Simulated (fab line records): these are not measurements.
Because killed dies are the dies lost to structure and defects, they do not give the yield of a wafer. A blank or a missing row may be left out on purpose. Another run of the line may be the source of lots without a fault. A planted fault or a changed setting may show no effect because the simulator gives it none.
fab line records ; flow n5_finfet
[record] lots = 4; wafers = 12; last_day = 21
route steps=1938 shown BEOL_M10@1470 BEOL_M15@1830 PASSIVATION@1936
lots that met no fault: from a run of the same line without faults
start_h: the number of hours between the record's first day and the start of the first shown wafer of the lot ; wait_h: time in hours since the lot's previous step ; " the same as in the row above ; L1.1+2: a single row standing in for several wafers ; - no value, or no start was given ; * or withheld: withheld ; < > ~ a bound
route shown NAME@n: NAME is a module with steps in the file, n the number in the route of the first one ; usual: mean/standard deviation taken from wafers without a fault ; same: alike in all rows ; chamber/n: place in a boat ; sites: per-site readings ; _std_site: the standard deviation of these ; _edge_site: mean of outer sites minus mean of inner sites ; radius_mm: how far each site lies from the wafer's centre ; mask NAME#n: copy n ; behind: the tool/chamber that last shaped the wafer ; hold: cause of the lot's hold/its duration in hours/its outcome ; device: whichever transistor did not switch (one of n, p or np) ; end of line: tests run on the same wafers once the route is complete ; step lacking rows: just its recipe ; killed: dies that structure and defects cost at the first sort, which is not the same as the wafer's yield ; map: shows each die of a wafer: x if killed, . if not, _ if none is there
set.NAME: setting as actually run; set.NAME@STEP: the setting as run at that earlier step ; model.NAME: the simulator's own value behind a step, which no gauge read
lots at selected steps of the route; one table per step, one row per wafer
services: when a tool's chamber went out of use (start_h, in hours from the record's first day, below 0 if earlier), for how many hours, and the reason
[[steps]]
[step N5_BEOL_M10_ILD_DEP_00]
[recipe] material = SiCOH_lowk; target_thk_a = 3085.1; temp_c = 300; precursor = DEMS/porogen; pressure_torr = 5; rf_w = 500; time_s = 58
[step N5_BEOL_M10_CURE_71]
[recipe] temp_c = 385; time_s = 240; ambient = He/Ar; material = SiCOH_lowk
[step N5_BEOL_M10_PECVD_70]
[recipe] material = SiO2; target_thk_a = 200; temp_c = 400; precursor = TEOS/O2; pressure_torr = 5.5; rf_w = 450; teos_flow_sccm = 53.8; gas = O2; flow_sccm = 3000; time_s = 22.7
[step N5_BEOL_M10_HM_DEP_02]
[recipe] material = TiN; target_thk_a = 200; temp_c = 25; chamber_pressure_pa = 0.49996
[step N5_BEOL_M10_COAT_59]
[recipe] resist = SOC; temp_c = 250; time_s = 60; spin_rpm = 1500; resist_thk_nm = 100
[step N5_BEOL_M10_COAT_60]
[recipe] resist = SiARC; temp_c = 220; time_s = 60; spin_rpm = 1500; resist_thk_nm = 30
[step N5_BEOL_M10_COAT_05]
[recipe] resist = CAR-ArF; spin_rpm = 1500; resist_thk_nm = 90
[step N5_BEOL_M10_EBR_07]
[recipe] solvent = PGMEA; ebr_width_mm = 1.5
[step N5_BEOL_M10_SOFTBAKE_06]
[recipe] temp_c = 110; time_s = 60; resist = CAR-ArF
[step N5_BEOL_M10_EXPOSE_08]
[recipe] mask_id = M10; na = 1.35; source_shape = dipole; sigma_inner = 0.411; sigma_outer = 0.611; polarization = te; dose_mj = 53.75
[usual] exposure_dose_mJ_cm2 = 53.78/0.25; focus_offset_nm = 0.0/0.5
[same] sigma_outer = 0.611
lot.wafer;tool;chamber;start_h;wait_h;mask;exposure_dose_mJ_cm2;focus_offset_nm
L521.2;arfi_scanner-01;0;277.61;-;M10#0;53.65;-0.3
L521.3;arfi_scanner-01;0;277.61;-;M10#0;53.66;0.0
L521.5;arfi_scanner-01;0;277.61;-;M10#0;53.64;-0.8
L531.1;arfi_scanner-01;0;395.19;-;M10#0;50.49;-0.1
L531.3;arfi_scanner-01;0;395.19;-;M10#0;50.52;-0.4
L531.5;arfi_scanner-01;0;395.19;-;M10#0;50.42;0.2
L532.1;arfi_scanner-01;0;409.26;-;M10#0;51.61;-0.1
L532.3;arfi_scanner-01;0;409.26;-;M10#0;51.64;0.2
L532.4;arfi_scanner-01;0;409.26;-;M10#0;51.68;-0.5
L536.3;arfi_scanner-03;0;438.49;-;M10#0;53.66;-0.1
L536.4;arfi_scanner-03;0;438.49;-;M10#0;53.68;0.7
L536.6;arfi_scanner-03;0;438.49;-;M10#0;53.59;-0.1
[step N5_BEOL_M10_PEB_09]
[recipe] peb_temp_c = withheld; peb_time_s = 60; resist = CAR-ArF
[step N5_BEOL_M10_DEVELOP_10]
[recipe] develop_time_s = 30; developer = TMAH; resist = CAR-ArF; rinse_liquid = diw; dry = air_spin; dev_temp_c = 23
[step N5_BEOL_M10_CD_MEAS_11]
[recipe] target_cd_nm = 64.1; landing_energy_ev = 500; detector = se_inlens; polarity = opening
[usual] cd_nm = 64.1/0.5
lot.wafer;tool;chamber;start_h;wait_h;cd_nm
L521.2;cd_sem-02;0;277.73;-;64.7
L521.3;cd_sem-02;0;277.73;-;64.3
L521.5;cd_sem-02;0;277.73;-;64.3
L531.1;cd_sem-01;0;395.32;-;60.2
L531.3;cd_sem-01;0;395.32;-;60.9
L531.5;cd_sem-01;0;395.32;-;60.5
L532.1;cd_sem-02;0;409.39;-;61.8
L532.3;cd_sem-02;0;409.39;-;63.0
L532.4;cd_sem-02;0;409.39;-;61.8
L536.3;cd_sem-03;0;438.61;-;64.1
L536.4;cd_sem-03;0;438.61;-;63.9
L536.6;cd_sem-03;0;438.61;-;63.7
[step N5_BEOL_M10_DESCUM_16]
[recipe] chemistry = O2; time_s = 7.9; source_power_w = 50; bias_power_w = 20; pressure_mtorr = 20; rf_frequency_hz = 2.712e+07; temp_c = 40; resist = CAR-ArF; o2_flow_sccm = 225
[step N5_BEOL_M10_ETCH_61]
[recipe] chemistry = CF4; target = SiARC; target_depth_a = 390; mask_material = CAR-ArF; time_s = 65; ion_energy_ev = 80; pressure_mtorr = 40; source_w = 545; bias_w = 36; Ar_flow_sccm = 100; cf4_flow_sccm = 100; ends = cleared
[usual] chamber_pressure_mTorr = 40.00/0.036; drypump_motor_current_A = 5.7/0.43; etch_rf_on_time_s = 64.9/1.1; mfc_ar_sccm = 100.0/0.32; oes_product_au = 0.71/0.078; rf_vpp_V = 184.4/1.1; showerhead_plenum_p_Torr = 2.17/0.076; throttle_valve_pct = 15.59/0.21
lot.wafer;tool;chamber;start_h;wait_h;chamber_pressure_mTorr;drypump_motor_current_A;etch_rf_on_time_s;mfc_ar_sccm;oes_product_au;rf_hours_counter_h;rf_vpp_V;showerhead_plenum_p_Torr;throttle_valve_pct;model.BEOL_M10.cd_offset_nm
L521.2;rie_diel-02;0;277.85;0.0;40.05;5.6;65.5;100.1;0.60;223;182.2;2.04;15.67;0.6
L521.3;rie_diel-02;1;277.85;0.0;40.00;5.7;64.7;99.3;0.62;199;183.9;2.21;15.65;0.2
L521.5;rie_diel-02;0;277.85;0.0;40.06;5.6;65.9;100.5;0.59;-;182.8;2.04;15.67;0.2
L531.1;rie_diel-05;2;395.44;0.0;40.00;5.7;63.6;99.8;0.76;28;184.8;2.18;15.59;-4
L531.3;rie_diel-05;3;395.44;0.0;40.06;6.5;65.1;100.4;0.58;253;184.4;2.19;15.88;-3.2
L531.5;rie_diel-05;2;395.44;0.0;39.99;5.8;63.7;99.8;0.77;-;184.5;2.18;15.61;-3.8
L532.1;rie_diel-04;1;409.66;0.0;40.01;5.5;65.9;100.2;0.69;116;183.2;2.06;15.83;-2.4
L532.3;rie_diel-04;2;409.66;0.0;39.98;5.2;63.9;99.7;0.77;29;183.1;2.10;15.37;-1.8
L532.4;rie_diel-04;1;409.66;0.0;39.96;5.5;65.4;100.0;0.69;-;182.2;2.06;15.83;-2
L536.3;rie_diel-02;0;438.73;0.0;40.04;5.6;64.8;99.7;0.80;15;185.6;2.28;15.26;0.2
L536.4;rie_diel-02;0;438.73;0.0;40.05;5.6;64.5;100.2;0.80;-;185.7;2.28;15.24;-0.2
L536.6;rie_diel-02;3;438.73;0.0;40.01;5.6;67.2;100.1;0.60;-;183.1;2.03;15.91;-0.4
[step N5_BEOL_M10_ETCH_62]
[recipe] chemistry = N2/H2; target = SOC; target_depth_a = 1100; overetch_a = 220; mask_material = SiARC; temp_c = 40; time_s = 165; ion_energy_ev = 200; pressure_mtorr = 30; source_w = 840; bias_w = 150; n2_flow_sccm = 200; h2_flow_sccm = 200
[step N5_BEOL_M10_STRIP_68]
[recipe] chemistry = N2/H2; temp_c = 40; n2_flow_sccm = 200; h2_flow_sccm = 200; rf_frequency_hz = 6e+07
[step N5_BEOL_M10_STRIP_67]
[recipe] chemistry = CF4; resist = SiARC; power_w = 300; bias_power_w = 75; pressure_mtorr = 50; cf4_flow_sccm = 150; rf_frequency_hz = 6e+07
[step N5_BEOL_M10_HM_OPEN_17]
[recipe] chemistry = Cl2/BCl3; target_depth_a = 200; overetch_a = 60; target = TiN; mask_material = SOC; ion_energy_ev = 150; pressure_mtorr = 10; icp_w = 1000; bias_w = 126; Cl2_flow_sccm = 53.25; bcl3_flow_sccm = 21.75; Ar_flow_sccm = 25
[usual] chamber_pressure_mTorr = 10.002/0.0093; drypump_motor_current_A = 5.64/0.29; mfc_ar_sccm = 24.99/0.084; oes_product_au = 0.69/0.09; throttle_valve_pct = 22.09/0.15
lot.wafer;tool;chamber;start_h;wait_h;chamber_pressure_mTorr;drypump_motor_current_A;mfc_ar_sccm;oes_product_au;rf_hours_counter_h;throttle_valve_pct;model.BEOL_M10.cd_offset_nm
L521.2;rie_metal-03;1;278.09;0.0;10.006;5.45;24.85;0.68;45;22.19;0.6
L521.3;rie_metal-03;0;278.09;0.0;9.999;5.32;24.96;0.56;-;22.11;0.2
L521.5;rie_metal-03;1;278.09;0.0;10.012;5.45;24.99;0.68;-;22.21;0.2
L531.1;rie_metal-01;1;395.68;0.0;9.991;5.87;24.98;0.80;1;22.07;-4
L531.3;rie_metal-01;1;395.68;0.0;10.004;5.88;25.08;0.79;-;22.07;-3.6
L531.5;rie_metal-01;1;395.68;0.0;9.999;5.90;25.12;0.80;-;22.08;-3.6
L532.1;rie_metal-03;1;409.94;0.1;9.989;5.44;24.95;0.65;53;22.23;-2
L532.3;rie_metal-03;1;409.94;0.1;10.001;5.46;25.01;0.66;-;22.24;-1.6
L532.4;rie_metal-03;1;409.94;0.1;9.999;5.45;25.07;0.66;-;22.22;-1.8
L536.3;rie_metal-03;1;439.00;0.1;9.997;5.47;25.12;0.65;-;22.22;0.2
L536.4;rie_metal-03;0;439.00;0.1;10.020;5.31;24.91;0.80;-;21.93;-0.2
L536.6;rie_metal-03;0;439.00;0.1;9.998;5.31;25.01;0.80;-;21.92;-0.8
[step N5_BEOL_M10_STRIP_19]
[recipe] chemistry = O2; power_w = 400; temp_c = 40; pressure_mtorr = 30; rf_frequency_hz = 6e+07; bias_power_w = 0; overash_fraction = 0.2; o2_flow_sccm = 225
[step N5_BEOL_M10_CD_MEAS_18]
[recipe] pitch_nm = 140; target_cd_nm = 70
[usual] cd_nm = 70.0/0.55
lot.wafer;tool;chamber;start_h;wait_h;cd_nm
L521.2;cd_sem-03;-;278.27;0.1;70.4
L521.3;cd_sem-03;-;278.27;0.1;70.2
L521.5;cd_sem-03;-;278.27;0.1;70.6
L531.1;cd_sem-03;-;395.86;0.0;66.1
L531.3;cd_sem-03;-;395.86;0.0;66.3
L531.5;cd_sem-03;-;395.86;0.0;66.4
L532.1;cd_sem-02;-;410.24;0.0;68.1
L532.3;cd_sem-02;-;410.24;0.0;68.0
L532.4;cd_sem-02;-;410.24;0.0;68.5
L536.3;cd_sem-01;-;439.30;0.1;70.3
L536.4;cd_sem-01;-;439.30;0.1;70.0
L536.6;cd_sem-01;-;439.30;0.1;69.0
[step N5_BEOL_M10_COAT_63]
[recipe] resist = SOC; temp_c = 250; time_s = 60; spin_rpm = 1500; resist_thk_nm = 100
[step N5_BEOL_M10_COAT_64]
[recipe] resist = SiARC; temp_c = 220; time_s = 60; spin_rpm = 1500; resist_thk_nm = 30
[step N5_BEOL_M10_COAT_22]
[recipe] resist = CAR-ArF; spin_rpm = 1500; resist_thk_nm = 90
[step N5_BEOL_M10_EBR_24]
[recipe] solvent = PGMEA; ebr_width_mm = 1.5
[step N5_BEOL_M10_SOFTBAKE_23]
[recipe] temp_c = 110; time_s = 60; resist = CAR-ArF
[step N5_BEOL_M10_EXPOSE_25]
[recipe] mask_id = V9; na = 1.35; source_shape = annular; sigma_inner = 0.5; sigma_outer = 0.8; polarization = unpolarized; dose_mj = 85.5
[step N5_BEOL_M10_PEB_26]
[recipe] peb_temp_c = withheld; peb_time_s = 60; resist = CAR-ArF
[step N5_BEOL_M10_DEVELOP_27]
[recipe] develop_time_s = 30; developer = TMAH; resist = CAR-ArF; rinse_liquid = diw; dry = air_spin; dev_temp_c = 23
[step N5_BEOL_M10_DESCUM_33]
[recipe] chemistry = O2; time_s = 7.9; source_power_w = 50; bias_power_w = 20; pressure_mtorr = 20; rf_frequency_hz = 2.712e+07; temp_c = 40; resist = CAR-ArF; o2_flow_sccm = 225
[step N5_BEOL_M10_ETCH_65]
[recipe] chemistry = CF4; target = SiARC; target_depth_a = 390; mask_material = CAR-ArF; time_s = 65; ion_energy_ev = 80; pressure_mtorr = 40; source_w = 545; bias_w = 36; Ar_flow_sccm = 100; cf4_flow_sccm = 100; ends = cleared
[step N5_BEOL_M10_ETCH_66]
[recipe] chemistry = N2/H2; target = SOC; target_depth_a = 1200; overetch_a = 240; mask_material = SiARC; temp_c = 40; time_s = 180; ion_energy_ev = 200; pressure_mtorr = 30; source_w = 840; bias_w = 150; n2_flow_sccm = 200; h2_flow_sccm = 200
[step N5_BEOL_M10_STRIP_69]
[recipe] chemistry = N2/H2; temp_c = 40; n2_flow_sccm = 200; h2_flow_sccm = 200; rf_frequency_hz = 6e+07
[step N5_BEOL_M10_VIA_ETCH_34]
[recipe] chemistry = C4F6/O2; target = SiCOH_lowk; target_depth_a = 1845; mask_material = SOC; taper_deg = 4; time_s = 69.2; ion_energy_ev = 250; pressure_mtorr = 30; source_w = 345; bias_w = 185; Ar_flow_sccm = 300; C4F6_flow_sccm = 10; O2_flow_sccm = 10
[step N5_BEOL_M15_RC_MEAS_101]
[usual] COMB_M10 = 1.6e-11/3.1e-12; COMB_M10_max_site = 2.2e-11/4.7e-12; COMB_M11 = 1.51e-11/2.9e-12; COMB_M12 = 7.3e-12/1.4e-12; COMB_M13 = 5.6e-12/1e-12; COMB_M14 = 4.4e-12/7.7e-13; COMB_M14_max_site = 6e-12/1.4e-12; COMB_M15 = 3.2e-12/5.3e-13; COMB_M5 = 3.8e-11/7e-12; COMB_M6 = 2.7e-11/4.8e-12; COMB_M7 = 2.6e-11/5.5e-12; COMB_M8 = 2.6e-11/4.4e-12; COMB_M9 = 1.55e-11/2.9e-12; SERP_M10 = 3.08/0.069; SERP_M11 = 3.08/0.068; SERP_M12 = 0.636/0.014; SERP_M13 = 0.306/0.0057; SERP_M14 = 0.161/0.0031; SERP_M5 = 38.3/1; SERP_M6 = 13.7/0.48; SERP_M7 = 13.8/0.42; SERP_M8 = 13.9/0.57; SERP_M9 = 3.06/0.076
lot.wafer;tool;chamber;start_h;wait_h;COMB_M10[S/m];COMB_M10_max_site[S/m];COMB_M11[S/m];COMB_M12[S/m];COMB_M13[S/m];COMB_M14[S/m];COMB_M14_max_site[S/m];COMB_M15[S/m];COMB_M5[S/m];COMB_M6[S/m];COMB_M7[S/m];COMB_M8[S/m];COMB_M9[S/m];SERP_M10[ohm/um];SERP_M11[ohm/um];SERP_M12[ohm/um];SERP_M13[ohm/um];SERP_M14[ohm/um];SERP_M5[ohm/um];SERP_M6[ohm/um];SERP_M7[ohm/um];SERP_M8[ohm/um];SERP_M9[ohm/um]
L521.2;prober-01;0;313.45;0.2;1.6e-11;2.2e-11;1.25e-11;9.7e-12;6.1e-12;3.5e-12;4.2e-12;2.2e-12;3.7e-11;2.6e-11;2.8e-11;2e-11;1.49e-11;3.12;3.01;0.635;0.309;0.160;37.4;12.7;13.3;13.2;3.09
L521.3;prober-01;0;313.45;0.2;2.4e-11;2.9e-11;1.4e-11;5.5e-12;5.4e-12;4.2e-12;5.8e-12;2.8e-12;2.6e-11;2.6e-11;2.5e-11;2.8e-11;2.34e-11;3.11;3.07;0.665;0.310;0.160;38.5;13.9;13.5;13.2;3.17
L521.5;prober-01;0;313.45;0.2;1.9e-11;2.6e-11;1.86e-11;5.4e-12;6.4e-12;3.9e-12;5.9e-12;2.5e-12;3.6e-11;2.4e-11;2.3e-11;3.2e-11;1.3e-11;3.13;3.00;0.641;0.306;0.157;37.1;13.0;13.4;12.8;3.13
L531.1;prober-01;0;442.35;0.0;1.7e-11;2.4e-11;1.99e-11;6.6e-12;5.5e-12;4.3e-12;6.1e-12;2.8e-12;4.6e-11;2.7e-11;2.3e-11;2.6e-11;1.3e-11;3.32;3.05;0.634;0.302;0.157;35.2;13.4;13.4;14.3;3.11
L531.3;prober-01;0;442.35;0.0;1.6e-11;2.4e-11;1.36e-11;4.7e-12;3.7e-12;5.1e-12;6.5e-12;2.7e-12;4e-11;2.3e-11;2.4e-11;2.5e-11;1.35e-11;3.35;2.98;0.637;0.308;0.161;37.6;12.8;13.9;13.7;3.20
L531.5;prober-01;0;442.35;0.0;1.6e-11;2.5e-11;1.76e-11;6.2e-12;5.6e-12;4.4e-12;6.2e-12;2.8e-12;2.7e-11;2.9e-11;2.6e-11;3.2e-11;1.49e-11;3.36;2.99;0.626;0.307;0.156;38.1;13.4;13.8;13.7;3.16
L532.1;prober-01;0;451.08;0.0;1.3e-11;2.1e-11;1.38e-11;8.6e-12;5.9e-12;4.4e-12;5.7e-12;3.2e-12;3.8e-11;2.4e-11;3.2e-11;2.4e-11;1.84e-11;3.24;3.10;0.637;0.299;0.165;40.2;13.2;13.4;14.0;3.14
L532.3;prober-01;0;451.08;0.0;1.5e-11;1.8e-11;1.37e-11;6.9e-12;4.4e-12;5.2e-12;7.9e-12;3.6e-12;4e-11;2.3e-11;2.5e-11;2.8e-11;1.24e-11;3.32;3.09;0.631;0.305;0.166;38.4;14.1;13.5;13.8;3.19
L532.4;prober-01;0;451.08;0.0;1.4e-11;2e-11;1.5e-11;8.8e-12;5.1e-12;6.9e-12;8.4e-12;2.6e-12;3e-11;2e-11;3.4e-11;2.4e-11;1.59e-11;3.22;3.05;0.619;0.304;0.161;39.1;13.6;13.7;13.8;3.16
L536.3;prober-01;0;479.36;0.3;1.6e-11;2.1e-11;1.49e-11;7.4e-12;5.2e-12;3.9e-12;4.8e-12;3.4e-12;3.3e-11;2.3e-11;1.8e-11;2.2e-11;1.95e-11;3.02;3.03;0.625;0.301;0.160;36.7;12.9;14.1;13.1;3.01
L536.4;prober-01;0;479.36;0.3;1.2e-11;1.5e-11;2.23e-11;8.4e-12;6.7e-12;5.9e-12;6.2e-12;2.7e-12;3.9e-11;3.1e-11;2.4e-11;2.9e-11;1.64e-11;3.11;3.00;0.647;0.305;0.159;39.6;12.9;13.7;13.0;3.04
L536.6;prober-01;0;479.36;0.3;1.3e-11;1.7e-11;1.86e-11;6.6e-12;5.4e-12;4.1e-12;6.4e-12;3.8e-12;4e-11;2.8e-11;2.4e-11;2.3e-11;1.45e-11;3.03;3.02;0.646;0.311;0.156;39.0;13.1;13.8;13.1;3.00
// sites SERP_M10 radius_mm=0,75,75,75,75,140,140,140,140
L521.2 3.00 3.12 3.06 3.07 3.02 3.29 3.13 3.26 3.18
L531.1 3.36 3.34 3.32 3.37 3.37 3.27 3.21 3.18 3.23
L532.1 3.28 3.25 3.31 3.30 3.24 3.11 3.20 3.22 3.03
L536.3 3.05 3.06 2.99 3.06 3.08 3.02 2.86 2.92 2.97
[step N5_PASSIVATION_PROBE_49]
[usual] defect_limited_yield = 91.4/1.2; killed_at_M0_to_M3 = 34/10; killed_at_M4_up = 14/5.1; killed_at_contacts = 12/6.4; killed_at_front_end = 38/9.3; killed_at_other = 4/3; killed_dies = 102/15; killed_on_rim = 13/3.6; killed_open = 67/12; killed_short = 33/6.9; sort_bin_5_function = 5.0/0.86; sort_bin_6_memory = 3.2/0.58; sort_n_pass = 1078/15; sort_yield_pct = 91.4/1.2
[same] gross_dies = 1180; killed_at_back_side = 0; sort_bin_4_leakage[%] = 0; sort_bin_8_speed[%] = 0
lot.wafer;tool;chamber;start_h;wait_h;defect_limited_yield[%];killed_at_M0_to_M3;killed_at_M4_up;killed_at_contacts;killed_at_front_end;killed_at_other;killed_dies;killed_on_rim;killed_open;killed_short;sort_bin_5_function[%];sort_bin_6_memory[%];sort_n_pass;sort_yield_pct[%]
L521.2;prober-01;-;330.47;0.1;91.8;26;15;5;38;13;97;16;64;31;5.3;2.6;1083;91.8
L521.3;prober-01;-;330.52;0.1;91.1;31;16;16;38;4;105;10;71;32;5.3;3.3;1075;91.1
L521.5;prober-01;-;330.62;0.2;89.7;34;13;14;53;7;121;16;94;25;6.0;4.0;1059;89.7
L531.1;prober-02;-;468.33;0.7;88.5;59;10;18;47;2;136;24;86;49;7.4;3.6;1044;88.5
L531.3;prober-02;-;468.43;0.8;90.3;34;17;7;56;1;115;8;66;46;6.0;3.5;1065;90.3
L531.5;prober-02;-;468.53;0.9;89.4;43;15;18;44;5;125;14;84;39;5.9;4.1;1055;89.4
L536.3;prober-01;-;498.58;0.1;92.7;26;24;3;32;1;86;10;59;26;4.0;2.8;1094;92.7
L536.4;prober-01;-;498.63;0.2;89.7;47;17;11;46;0;121;17;88;27;6.6;3.5;1059;89.7
L536.6;prober-01;-;498.73;0.3;90.0;42;25;5;44;2;118;15;72;42;5.6;3.6;1062;90.0
// killed by level:class
L521.2 STI_FIN_REVEAL:geometric_particle:open=11 FIN_SAQP:geometric_particle:open=7 BEOL_M2:geometric_particle:open=6 GATE_CUT:geometric_particle:short=5 BEOL_M0_SAQP:geometric_particle:open=5 BEOL_M3:geometric_particle:open=5 MOL_CONTACT_COAG:geometric_particle:open=4 BEOL_M0_SAQP:geometric_particle:short=4
L521.3 BEOL_M3:geometric_particle:open=18 MOL_CONTACT_COAG:geometric_particle:open=13 GATE_CUT:geometric_particle:short=7 STI_FIN_REVEAL:geometric_particle:open=6 BEOL_M4:geometric_particle:open=5 FIN_SAQP:geometric_particle:short=4 GATE_CUT:geometric_particle:open=4 BEOL_M0_SAQP:geometric_particle:open=4
L521.5 FIN_SAQP:geometric_particle:open=23 MOL_CONTACT_COAG:geometric_particle:open=13 BEOL_M2:geometric_particle:open=10 BEOL_M0_SAQP:geometric_particle:open=10 FIN_SAQP:geometric_particle:short=7 STI_FIN_REVEAL:geometric_particle:open=6 BEOL_M3:geometric_particle:open=6 GATE_CUT:geometric_particle:open=5
L531.1 BEOL_M2:geometric_particle:open=19 FIN_SAQP:geometric_particle:short=18 MOL_CONTACT_COAG:geometric_particle:open=16 BEOL_M1:geometric_particle:open=12 FIN_SAQP:geometric_particle:open=11 BEOL_M0_SAQP:geometric_particle:short=9 STI_FIN_REVEAL:geometric_particle:open=6 BEOL_M0_SAQP:geometric_particle:open=5
L531.3 FIN_SAQP:geometric_particle:short=19 STI_FIN_REVEAL:geometric_particle:open=11 BEOL_M2:geometric_particle:open=9 BEOL_M0_SAQP:geometric_particle:short=8 BEOL_M5:geometric_particle:open=7 BEOL_M0_SAQP:geometric_particle:open=7 FIN_SAQP:geometric_particle:open=6 MOL_CONTACT_COAG:geometric_particle:open=6
L531.5 MOL_CONTACT_COAG:geometric_particle:open=16 FIN_SAQP:geometric_particle:open=14 BEOL_M2:geometric_particle:open=12 BEOL_M0_SAQP:geometric_particle:short=10 BEOL_M0_SAQP:geometric_particle:open=10 FIN_SAQP:geometric_particle:short=9 GATE_CUT:geometric_particle:short=5 BEOL_M3:geometric_particle:open=5
L536.3 STI_FIN_REVEAL:geometric_particle:open=10 BEOL_M4:geometric_particle:open=10 BEOL_M0_SAQP:geometric_particle:open=8 BEOL_M0_SAQP:geometric_particle:short=7 DUMMY_GATE:geometric_particle:open=7 STI_FIN_REVEAL:geometric_particle:short=4 BEOL_M2:geometric_particle:open=4 BEOL_M2:geometric_particle:short=3
L536.4 STI_FIN_REVEAL:geometric_particle:open=21 BEOL_M3:geometric_particle:open=20 BEOL_M0_SAQP:geometric_particle:open=12 STI_FIN_REVEAL:geometric_particle:short=8 MOL_CONTACT_COAG:geometric_particle:open=8 BEOL_M15:coat_microbubble_printed=5 FIN_SAQP:geometric_particle:open=4 BEOL_M0_SAQP:geometric_particle:short=4
L536.6 BEOL_M0_SAQP:geometric_particle:short=11 STI_FIN_REVEAL:geometric_particle:open=7 DUMMY_GATE:geometric_particle:open=7 BEOL_M0_SAQP:geometric_particle:open=7 BEOL_M1:geometric_particle:open=7 BEOL_M4:geometric_particle:open=7 GATE_CUT:geometric_particle:open=6 GATE_CUT:geometric_particle:short=5
[[services]]
tool;chamber;start_h;hours;kind
arfi_scanner-03;-;256.56;1.3;pm
arfi_scanner-03;-;263.88;3.9;pm
rie_metal-01;-;300.39;1.4;pm
arfi_scanner-01;-;319.67;1.3;pm
rie_diel-05;1;333.99;5.9;repair
rie_diel-02;3;335.79;4.6;repair
arfi_scanner-03;-;339.68;2.4;repair
arfi_scanner-01;-;368.81;1.0;pm
arfi_scanner-01;-;378.34;1.0;pm
arfi_scanner-03;-;382.06;1.3;pm
rie_diel-04;3;382.33;7.4;repair
arfi_scanner-03;-;386.63;1.0;pm
arfi_scanner-01;0;388.73;-;calibration
arfi_scanner-01;-;389.17;0.8;pm
rie_diel-04;0;393.93;4.7;repair
arfi_scanner-03;-;401.06;0.8;pm
rie_diel-04;0;401.55;15.5;repair
rie_metal-03;0;404.07;-;clean
rie_metal-01;-;405.32;0.6;repair
arfi_scanner-03;-;409.71;4.9;pm
rie_diel-02;0;421.32;2.2;repair
arfi_scanner-01;-;424.34;0.5;repair
arfi_scanner-03;-;425.20;3.1;pm
arfi_scanner-03;-;431.42;1.0;repair
[[key]]
[first_sign] step = N5_BEOL_M10_EXPOSE_08; reading = exposure_dose_mJ_cm2; direction = down; sigmas = 11; usual = 53.78; struck = 51.06
[effect] step = N5_BEOL_M10_CD_MEAS_11; reading = cd_nm; direction = down; sigmas = 5.4; usual = 64.1; struck = 61.4; through = control_loop
[effect] step = N5_BEOL_M10_CD_MEAS_18; reading = cd_nm; direction = down; sigmas = 5.1; usual = 70.0; struck = 67.2; through = control_loop
[effect] step = N5_BEOL_M15_RC_MEAS_101; reading = SERP_M10; direction = up; sigmas = 3.2; usual = 3.08; struck = 3.30; wafers_moved = 5
[model_effect] step = N5_BEOL_M10_ETCH_61; value = BEOL_M10.cd_offset_nm; without = -0.2667; struck = -2.867
[model_effect] step = N5_BEOL_M10_HM_OPEN_17; value = BEOL_M10.cd_offset_nm; without = -0.1667; struck = -2.767
met_at N5_BEOL_M10_EXPOSE_08
struck_wafers L531.1,L531.3,L531.5,L532.1,L532.3,L532.4
[loop_trim] step = N5_BEOL_M10_EXPOSE_08; setting = dose; lots = L532
onset_between 277.61 395.19
[fault] kind = process_parameter_drift; tool = arfi_scanner-01; chamber = -; onset_h = 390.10; steps = N5_BEOL_M10_EXPOSE_08; channel = dose_mj; offset = -3.2139; shape = step; acts_in = these_recipes_only; stated = 53.75
// loop_trim: a control loop set the setting to another value than it would have without faults
